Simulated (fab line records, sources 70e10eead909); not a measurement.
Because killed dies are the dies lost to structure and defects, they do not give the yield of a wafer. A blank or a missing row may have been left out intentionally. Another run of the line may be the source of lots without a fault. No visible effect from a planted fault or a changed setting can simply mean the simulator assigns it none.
Chamber matching    flow nand_harc    NHARC_A_CHANNEL_FILL_D1_CMP_10 on cmp-01 has 4 sister chambers
The step polishes, target thk 150 nm. 4 wafers are shown with their chamber, then 7 later ones without.

## WAFERS PAIRED WITH THEIR CHAMBERS
wafer   chamber  motor_current_A (A)
L083.2  3        11.7
L083.3  2        12.1
L085.2  0        11.1
L085.3  1        11.7

## WAFERS WHOSE CHAMBER IS MISSING
wafer   motor_current_A (A)
L085.5  11.3
L097.1  12.2
L097.2  11.8
L097.4  11.3
L096.2  11.7
L096.3  13.0
L096.6  12.6

## THE CHAMBER EACH PASSED THROUGH
wafer   from the rows above                in truth
L085.5  can't be placed: 0 or 1 or 3 or 2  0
L097.1  can't be placed: 2 or 1 or 3       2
L097.2  can't be placed: 1 or 3 or 2 or 0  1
L097.4  can't be placed: 0 or 1 or 3 or 2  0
L096.2  can't be placed: 1 or 3 or 2 or 0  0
L096.3  can't be placed: 2 or 1 or 3       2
L096.6  can't be placed: 2 or 1 or 3       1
Correctly placed: 0 of 7. These rows do not allow placing 7 (true chamber among the candidates in 7). 0 placed wrongly.
How it was worked out, from the rows above alone: a wafer's distance from a chamber is the root of the sum, over the readings, of the square of ((its reading less the chamber's mean) divided by the reading's scatter). The wafer belongs to the nearest chamber; if the next one is less than 2 further off, it can't be placed. For every chamber, the mean is computed from those of its wafers that are shown. The scatter: with one shown wafer a chamber, the root of the mean of the squares of how far each hidden wafer lies from its nearest shown one.
